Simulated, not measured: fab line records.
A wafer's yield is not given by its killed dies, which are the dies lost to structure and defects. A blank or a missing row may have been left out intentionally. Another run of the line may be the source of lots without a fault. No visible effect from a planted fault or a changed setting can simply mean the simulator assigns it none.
Which tool is to blame? | flow nandHarc | 69 wafers from 23 lots sampled at 6 of the route's 1302 steps

WHAT THE GAUGES READ, wafer by wafer
No reading from a measuring or inspecting step in the record can be judged against a usual standard deviation.

EACH LOT AND THE TOOL THAT RAN IT (in order: tool; ch and the chambers of the sampled wafers; start)
lot  | NHARC_A_M0_ETCH_34                | NHARC_A_M0_PVD_20                      | NHARC_A_M1_ETCH_35                | NHARC_A_M1_ANNEAL_31            | NHARC_A_BONDPAD_DESCUM_11         | NHARC_A_BONDPAD_ETCH_34
L074 | rieDiel-05 ch 1,2, day 22 23:04   | pvdSputter-01, day 23 03:08 or earlier | rieDiel-12 ch 1,2,3, day 23 03:08 | rtpAnneal-02 ch 0, day 23 04:51 | rieDiel-11 ch 0,1,3, day 23 07:37 | rieDiel-11 ch 0,1,3, day 23 07:43
L075 | rieDiel-05 ch 0,1,3, day 23 02:07 | pvdSputter-02, day 23 06:12 or earlier | rieDiel-02 ch 0,1, day 23 06:12   | rtpAnneal-02 ch 0, day 23 07:59 | rieDiel-11 ch 1,2,3, day 23 10:43 | rieDiel-11 ch 1,2,3, day 23 10:48
L077 | rieDiel-01 ch 0,1, day 23 18:41   | pvdSputter-01, day 23 22:45 or earlier | rieDiel-02 ch 0,1,2, day 23 22:45 | rtpAnneal-01 ch 0, day 24 00:30 | rieDiel-11 ch 0,2,3, day 24 03:31 | rieDiel-11 ch 1,2,3, day 24 03:37
L076 | rieDiel-01 ch 1,2, day 23 23:17   | pvdSputter-01, day 24 03:20 or earlier | rieDiel-10 ch 0,1,3, day 24 03:20 | rtpAnneal-02 ch 0, day 24 05:07 | rieDiel-13 ch 0,2,3, day 24 07:51 | rieDiel-13 ch 1,2,3, day 24 07:56
L080 | rieDiel-08 ch 0,1,2, day 24 09:35 | pvdSputter-03, day 24 13:40 or earlier | rieDiel-10 ch 0,1,3, day 24 13:40 | rtpAnneal-01 ch 0, day 24 15:29 | rieDiel-03 ch 0,2,3, day 24 18:20 | rieDiel-03 ch 0,2,3, day 24 18:25
L079 | rieDiel-08 ch 0,2,3, day 24 10:50 | pvdSputter-02, day 24 14:45 or earlier | rieDiel-12 ch 2,3, day 24 14:45   | rtpAnneal-02 ch 0, day 24 16:28 | rieDiel-11 ch 0,1,2, day 24 19:39 | rieDiel-11 ch 0,1,3, day 24 19:44
L082 | rieDiel-08 ch 0,3, day 25 13:01   | pvdSputter-03, day 25 16:56 or earlier | rieDiel-12 ch 0,2,3, day 25 16:56 | rtpAnneal-02 ch 0, day 25 18:35 | rieDiel-03 ch 0,3, day 25 21:40   | rieDiel-03 ch 0,3, day 25 21:46
L081 | rieDiel-05 ch 0,2,3, day 25 19:30 | pvdSputter-01, day 26 00:34 or earlier | rieDiel-02 ch 1,2, day 26 00:34   | rtpAnneal-02 ch 0, day 26 02:17 | rieDiel-11 ch 1,3, day 26 05:13   | rieDiel-11 ch 0,1,3, day 26 05:19
L084 | rieDiel-08 ch 0,3, day 26 21:41   | pvdSputter-01, day 27 01:46 or earlier | rieDiel-02 ch 0,1,3, day 27 01:46 | rtpAnneal-02 ch 0, day 27 03:28 | rieDiel-11 ch 0,3, day 27 06:28   | rieDiel-11 ch 0,2,3, day 27 06:34
L083 | rieDiel-05 ch 2,3, day 26 22:50   | pvdSputter-01, day 27 02:59 or earlier | rieDiel-02 ch 0,1,3, day 27 02:59 | rtpAnneal-01 ch 0, day 27 04:38 | rieDiel-11 ch 1,2, day 27 07:26   | rieDiel-11 ch 0,3, day 27 07:32
L085 | rieDiel-08 ch 2,3, day 27 18:06   | pvdSputter-03, day 27 22:11 or earlier | rieDiel-10 ch 1,2,3, day 27 22:11 | rtpAnneal-01 ch 0, day 27 23:54 | rieDiel-11 ch 0,1,3, day 28 02:49 | rieDiel-11 ch 0,3, day 28 02:54
L086 | rieDiel-01 ch 1,2,3, day 27 19:10 | pvdSputter-03, day 27 23:17 or earlier | rieDiel-12 ch 1,2,3, day 27 23:17 | rtpAnneal-01 ch 0, day 28 00:59 | rieDiel-11 ch 0,1,2, day 28 03:57 | rieDiel-11 ch 0,1,3, day 28 04:02
L088 | rieDiel-05 ch 0,1,2, day 28 21:19 | pvdSputter-03, day 29 01:22 or earlier | rieDiel-02 ch 1,2, day 29 01:22   | rtpAnneal-02 ch 0, day 29 03:02 | rieDiel-11 ch 1,2, day 29 05:59   | rieDiel-11 ch 1,3, day 29 06:05
L087 | rieDiel-08 ch 0,1,2, day 29 02:08 | pvdSputter-02, day 29 06:05 or earlier | rieDiel-10 ch 1,2,3, day 29 06:05 | rtpAnneal-02 ch 0, day 29 08:17 | rieDiel-11 ch 1,3, day 29 11:10   | rieDiel-11 ch 0,1, day 29 11:16
L089 | rieDiel-05 ch 0,3, day 29 09:41   | pvdSputter-03, day 29 13:45 or earlier | rieDiel-10 ch 1,2,3, day 29 13:45 | rtpAnneal-01 ch 0, day 29 15:34 | rieDiel-11 ch 0,1,2, day 29 18:15 | rieDiel-11 ch 0,1,2, day 29 18:20
L090 | rieDiel-01 ch 1,2, day 29 17:35   | pvdSputter-03, day 29 21:40 or earlier | rieDiel-10 ch 0,1,3, day 29 21:40 | rtpAnneal-01 ch 0, day 29 23:20 | rieDiel-11 ch 0,2,3, day 30 02:09 | rieDiel-11 ch 0,1,2, day 30 02:14
L091 | rieDiel-05 ch 0,2,3, day 30 05:03 | pvdSputter-03, day 30 09:01 or earlier | rieDiel-10 ch 0,3, day 30 09:01   | rtpAnneal-02 ch 0, day 30 10:42 | rieDiel-03 ch 2,3, day 30 13:33   | rieDiel-03 ch 0,2, day 30 13:39
L093 | rieDiel-08 ch 0,1,3, day 30 05:58 | pvdSputter-01, day 30 09:53 or earlier | rieDiel-10 ch 0,3, day 30 09:53   | rtpAnneal-02 ch 0, day 30 11:37 | rieDiel-03 ch 0,2,3, day 30 14:32 | rieDiel-03 ch 0,3, day 30 14:38
L092 | rieDiel-01 ch 1,2,3, day 30 10:56 | pvdSputter-01, day 30 15:01 or earlier | rieDiel-10 ch 1,3, day 30 15:01   | rtpAnneal-01 ch 0, day 30 16:45 | rieDiel-03 ch 0,2, day 30 19:42   | rieDiel-03 ch 0,2,3, day 30 19:48
L094 | rieDiel-05 ch 1,2,3, day 31 12:16 | pvdSputter-01, day 31 16:10 or earlier | rieDiel-02 ch 1,2,3, day 31 16:10 | rtpAnneal-02 ch 0, day 31 18:04 | rieDiel-11 ch 1,2,3, day 31 21:49 | rieDiel-11 ch 0,3, day 31 21:53
L095 | rieDiel-05 ch 0,1, day 31 21:18   | pvdSputter-03, day 32 01:16 or earlier | rieDiel-12 ch 1,3, day 32 01:16   | rtpAnneal-01 ch 0, day 32 03:30 | rieDiel-11 ch 0,1,3, day 32 06:26 | rieDiel-11 ch 0,3, day 32 06:32
L097 | rieDiel-08 ch 0,2,3, day 32 09:52 | pvdSputter-01, day 32 15:35 or earlier | rieDiel-10 ch 2,3, day 32 15:35   | rtpAnneal-01 ch 0, day 32 17:25 | rieDiel-13 ch 1,2,3, day 32 21:00 | rieDiel-13 ch 0,1,3, day 32 21:05
L096 | rieDiel-05 ch 0,2, day 33 04:37   | pvdSputter-02, day 33 08:58 or earlier | rieDiel-02 ch 0,2, day 33 08:58   | rtpAnneal-02 ch 0, day 33 10:45 | rieDiel-11 ch 0,1,2, day 33 13:30 | rieDiel-11 ch 1,3, day 33 13:34
- NHARC_A_M0_ETCH_34: etches the open film in N2/H2, target depth 40 nm, overetch 12 nm, time 43.94 s.
- NHARC_A_M0_PVD_20: deposits TaN, target thk 5 nm, time 8.06 s.
- NHARC_A_M1_ETCH_35: etches the open film in N2/H2, target depth 40 nm, overetch 12 nm, time 43.94 s.
- NHARC_A_M1_ANNEAL_31: time 90 s.
- NHARC_A_BONDPAD_DESCUM_11: chemistry O2, time 3 s.
- NHARC_A_BONDPAD_ETCH_34: etches the open film in N2/H2, target depth 60 nm, overetch 18 nm, time 65.91 s.

AS READ BY THE TOOLS THEMSELVES (means over the sampled wafers that have a number; for cases with no such wafer, the mark the record gives instead)
NHARC_A_M0_ETCH_34.
lot  | tool       | drypumpMotorCurrentA (A) | oesProductAu (a.u.) | rfVppV (V) | showerheadPlenumPTorr (Torr) | throttleValvePct (%)
L074 | rieDiel-05 | 5.5                      | 0.985               | 430.1      | 2.01                         | 14.172
L075 | rieDiel-05 | 5.7                      | 0.995               | 429.8      | 2.02                         | 14.167
L077 | rieDiel-01 | 6.2                      | 0.999               | 432.9      | 2.12                         | 14.177
L076 | rieDiel-01 | 5.9                      | 0.998               | 431.0      | 2.05                         | 14.176
L080 | rieDiel-08 | 5.8                      | 0.990               | 430.2      | 2.04                         | 14.173
L079 | rieDiel-08 | 5.5                      | 1.009               | 431.3      | 2.06                         | 14.170
L082 | rieDiel-08 | 5.0                      | 1.004               | 430.7      | 2.04                         | 14.172
L081 | rieDiel-05 | 5.4                      | 1.015               | 431.4      | 2.09                         | 14.179
L084 | rieDiel-08 | 5.0                      | 1.008               | 431.3      | 2.04                         | 14.172
L083 | rieDiel-05 | 5.7                      | 1.018               | 431.9      | 2.07                         | 14.174
L085 | rieDiel-08 | 5.5                      | 1.004               | 432.1      | 2.09                         | 14.164
L086 | rieDiel-01 | 5.9                      | 0.998               | 431.0      | 2.07                         | 14.167
L088 | rieDiel-05 | 5.3                      | 1.001               | 431.1      | 2.06                         | 14.168
L087 | rieDiel-08 | 5.8                      | 0.996               | 430.0      | 2.04                         | 14.180
L089 | rieDiel-05 | 5.4                      | 1.006               | 431.8      | 2.07                         | 14.166
L090 | rieDiel-01 | 5.6                      | 1.000               | 428.1      | 1.98                         | 14.169
L091 | rieDiel-05 | 5.4                      | 1.002               | 431.5      | 2.09                         | 14.174
L093 | rieDiel-08 | 5.3                      | 0.994               | 429.7      | 2.01                         | 14.162
L092 | rieDiel-01 | 5.9                      | 1.001               | 431.6      | 2.06                         | 14.169
L094 | rieDiel-05 | 5.6                      | 1.004               | 430.8      | 2.03                         | 14.161
L095 | rieDiel-05 | 5.3                      | 1.005               | 430.6      | 2.04                         | 14.174
L097 | rieDiel-08 | 5.5                      | 1.003               | 431.4      | 2.06                         | 14.172
L096 | rieDiel-05 | 5.0                      | 0.989               | 432.7      | 2.14                         | 14.170

NHARC_A_M0_PVD_20.
lot  | tool          | throttleValvePct (%)
L074 | pvdSputter-01 | 29.2
L075 | pvdSputter-02 | 31.0
L077 | pvdSputter-01 | 29.2
L076 | pvdSputter-01 | 29.3
L080 | pvdSputter-03 | 30.2
L079 | pvdSputter-02 | 30.2
L082 | pvdSputter-03 | 29.5
L081 | pvdSputter-01 | 28.6
L084 | pvdSputter-01 | 28.6
L083 | pvdSputter-01 | 28.8
L085 | pvdSputter-03 | 29.6
L086 | pvdSputter-03 | 30.0
L088 | pvdSputter-03 | 29.8
L087 | pvdSputter-02 | 30.7
L089 | pvdSputter-03 | 30.6
L090 | pvdSputter-03 | 30.0
L091 | pvdSputter-03 | 29.5
L093 | pvdSputter-01 | 28.7
L092 | pvdSputter-01 | 28.6
L094 | pvdSputter-01 | 28.7
L095 | pvdSputter-03 | 30.4
L097 | pvdSputter-01 | 28.6
L096 | pvdSputter-02 | 30.7

NHARC_A_M1_ETCH_35.
lot  | tool       | drypumpMotorCurrentA (A) | oesProductAu (a.u.) | rfVppV (V) | showerheadPlenumPTorr (Torr) | throttleValvePct (%)
L074 | rieDiel-12 | 5.6                      | 1.005               | 429.9      | 2.05                         | 14.170
L075 | rieDiel-02 | 5.0                      | 0.994               | 430.2      | 2.07                         | 14.175
L077 | rieDiel-02 | 5.4                      | 0.984               | 430.0      | 2.04                         | 14.175
L076 | rieDiel-10 | 5.7                      | 0.997               | 431.8      | 2.06                         | 14.166
L080 | rieDiel-10 | 5.7                      | 0.993               | 431.8      | 2.06                         | 14.169
L079 | rieDiel-12 | 5.8                      | 1.005               | 429.8      | 2.02                         | 14.179
L082 | rieDiel-12 | 5.9                      | 1.006               | 428.8      | 1.98                         | 14.169
L081 | rieDiel-02 | 5.7                      | 0.991               | 429.9      | 2.02                         | 14.165
L084 | rieDiel-02 | 5.0                      | 0.999               | 431.0      | 2.06                         | 14.175
L083 | rieDiel-02 | 5.1                      | 1.005               | 431.5      | 2.06                         | 14.176
L085 | rieDiel-10 | 5.4                      | 0.994               | 432.5      | 2.10                         | 14.179
L086 | rieDiel-12 | 5.6                      | 1.004               | 430.8      | 2.05                         | 14.175
L088 | rieDiel-02 | 5.7                      | 0.999               | 429.8      | 2.02                         | 14.166
L087 | rieDiel-10 | 5.3                      | 0.982               | 432.3      | 2.09                         | 14.174
L089 | rieDiel-10 | 5.3                      | 0.986               | 432.9      | 2.10                         | 14.174
L090 | rieDiel-10 | 5.7                      | 1.004               | 431.4      | 2.06                         | 14.165
L091 | rieDiel-10 | 5.9                      | 1.010               | 429.1      | 2.01                         | 14.178
L093 | rieDiel-10 | 5.9                      | 0.998               | 430.2      | 2.01                         | 14.171
L092 | rieDiel-10 | 5.6                      | 1.003               | 432.5      | 2.12                         | 14.172
L094 | rieDiel-02 | 5.4                      | 0.987               | 430.0      | 2.04                         | 14.171
L095 | rieDiel-12 | 5.4                      | 1.005               | 432.3      | 2.08                         | 14.168
L097 | rieDiel-10 | 5.2                      | 0.987               | 431.8      | 2.09                         | 14.171
L096 | rieDiel-02 | 5.2                      | 1.000               | 431.5      | 2.08                         | 14.169

NHARC_A_M1_ANNEAL_31.
lot  | tool         | wafer_temp_C_max
L074 | rtpAnneal-02 | 225.3
L075 | rtpAnneal-02 | 225.5
L077 | rtpAnneal-01 | 226.5
L076 | rtpAnneal-02 | 225.3
L080 | rtpAnneal-01 | 226.3
L079 | rtpAnneal-02 | 225.3
L082 | rtpAnneal-02 | 225.5
L081 | rtpAnneal-02 | 225.2
L084 | rtpAnneal-02 | 225.3
L083 | rtpAnneal-01 | 226.1
L085 | rtpAnneal-01 | 226.1
L086 | rtpAnneal-01 | 226.3
L088 | rtpAnneal-02 | 225.4
L087 | rtpAnneal-02 | 225.7
L089 | rtpAnneal-01 | 226.1
L090 | rtpAnneal-01 | 226.3
L091 | rtpAnneal-02 | 225.6
L093 | rtpAnneal-02 | 225.6
L092 | rtpAnneal-01 | 226.4
L094 | rtpAnneal-02 | 225.6
L095 | rtpAnneal-01 | 226.4
L097 | rtpAnneal-01 | 225.9
L096 | rtpAnneal-02 | 225.6

NHARC_A_BONDPAD_DESCUM_11.
lot  | tool       | drypumpMotorCurrentA (A) | oesProductAu (a.u.) | rfVppV (V) | showerheadPlenumPTorr (Torr) | throttleValvePct (%)
L074 | rieDiel-11 | 6.1                      | 1.011               | 58.0       | 2.00                         | 11.311
L075 | rieDiel-11 | 5.8                      | 1.008               | 58.8       | 2.00                         | 11.311
L077 | rieDiel-11 | 5.9                      | 1.003               | 57.8       | 2.04                         | 11.311
L076 | rieDiel-13 | 5.5                      | 0.990               | 57.8       | 1.93                         | 11.311
L080 | rieDiel-03 | 5.9                      | 0.997               | 57.9       | 1.82                         | 11.310
L079 | rieDiel-11 | 6.1                      | 1.006               | 57.8       | 2.00                         | 11.311
L082 | rieDiel-03 | 5.8                      | 1.000               | 57.1       | 1.77                         | 11.306
L081 | rieDiel-11 | 6.0                      | 1.010               | 57.0       | 1.96                         | 11.299
L084 | rieDiel-11 | 5.9                      | 1.009               | 59.3       | 2.04                         | 11.317
L083 | rieDiel-11 | 6.0                      | 0.996               | 57.7       | 1.96                         | 11.309
L085 | rieDiel-11 | 6.1                      | 1.005               | 58.3       | 2.00                         | 11.317
L086 | rieDiel-11 | 6.1                      | 0.998               | 57.8       | 2.00                         | 11.320
L088 | rieDiel-11 | 5.9                      | 1.002               | 59.6       | 2.00                         | 11.305
L087 | rieDiel-11 | 6.0                      | 0.998               | 58.1       | 1.96                         | 11.303
L089 | rieDiel-11 | 6.1                      | 0.999               | 58.2       | 2.00                         | 11.314
L090 | rieDiel-11 | 5.9                      | 1.000               | 57.7       | 2.04                         | 11.315
L091 | rieDiel-03 | 5.9                      | 1.017               | 57.6       | 1.87                         | 11.305
L093 | rieDiel-03 | 5.9                      | 1.009               | 58.0       | 1.92                         | 11.312
L092 | rieDiel-03 | 6.0                      | 1.006               | 57.8       | 2.02                         | 11.304
L094 | rieDiel-11 | 5.8                      | 0.999               | 58.0       | 2.00                         | 11.315
L095 | rieDiel-11 | 6.0                      | 0.997               | 58.3       | 2.00                         | 11.315
L097 | rieDiel-13 | 5.6                      | 1.003               | 57.9       | 1.88                         | 11.304
L096 | rieDiel-11 | 6.1                      | 1.004               | 58.1       | 2.00                         | 11.304

NHARC_A_BONDPAD_ETCH_34.
lot  | tool       | drypumpMotorCurrentA (A) | oesProductAu (a.u.) | rfVppV (V) | showerheadPlenumPTorr (Torr) | throttleValvePct (%)
L074 | rieDiel-11 | 6.0                      | 1.007               | 433.3      | 2.14                         | 14.175
L075 | rieDiel-11 | 5.8                      | 1.009               | 432.8      | 2.13                         | 14.177
L077 | rieDiel-11 | 5.8                      | 1.010               | 434.3      | 2.13                         | 14.170
L076 | rieDiel-13 | 5.6                      | 0.990               | 428.6      | 2.02                         | 14.165
L080 | rieDiel-03 | 5.9                      | 1.006               | 427.2      | 1.94                         | 14.175
L079 | rieDiel-11 | 6.1                      | 1.015               | 433.0      | 2.14                         | 14.163
L082 | rieDiel-03 | 5.8                      | 1.008               | 426.1      | 1.88                         | 14.167
L081 | rieDiel-11 | 6.1                      | 1.008               | 432.9      | 2.14                         | 14.184
L084 | rieDiel-11 | 5.9                      | 1.000               | 435.0      | 2.18                         | 14.170
L083 | rieDiel-11 | 5.9                      | 1.008               | 434.5      | 2.18                         | 14.175
L085 | rieDiel-11 | 6.1                      | 1.001               | 434.2      | 2.18                         | 14.163
L086 | rieDiel-11 | 6.1                      | 0.995               | 433.7      | 2.14                         | 14.176
L088 | rieDiel-11 | 6.0                      | 0.997               | 432.4      | 2.09                         | 14.169
L087 | rieDiel-11 | 6.2                      | 1.001               | 432.1      | 2.10                         | 14.173
L089 | rieDiel-11 | 6.1                      | 1.008               | 433.1      | 2.13                         | 14.175
L090 | rieDiel-11 | 6.1                      | 1.005               | 433.9      | 2.13                         | 14.178
L091 | rieDiel-03 | 6.0                      | 1.006               | 434.5      | 2.16                         | 14.168
L093 | rieDiel-03 | 5.8                      | 1.003               | 429.6      | 1.98                         | 14.175
L092 | rieDiel-03 | 5.9                      | 0.998               | 429.9      | 2.04                         | 14.175
L094 | rieDiel-11 | 6.2                      | 1.012               | 434.1      | 2.18                         | 14.171
L095 | rieDiel-11 | 5.9                      | 1.009               | 434.5      | 2.18                         | 14.175
L097 | rieDiel-13 | 5.6                      | 1.000               | 430.5      | 2.02                         | 14.172
L096 | rieDiel-11 | 5.8                      | 1.000               | 433.3      | 2.14                         | 14.173

THE ANSWER, worked out from the rows above alone
Rule: what is usual is taken from the lots themselves. The widest of any qualifying gaps counts: lots, ordered by their means at a reading, are off when they make up no more than a third of the lots, leave a main group of 4 or more, and stand apart from it by 3 or more times the standard deviation of that group's means. The tables above print the reading to a certain number of digits; a main group whose means all agree to those digits is not used. A lot without any number at a reading at which 4 lots or more have one is off too. Any other lot the step has rows for is counted as sound. After the gauges, taken in route order, come the tools' own readings; for these a lot's mean is taken, as printed above. The first step at which some lot is off is used, and at that step the reading that is off furthest; a lot without a number counts as furthest.
No lot is off at any reading shown: from this, nothing can be told.

WHAT THE SIMULATOR HAD PUT IN
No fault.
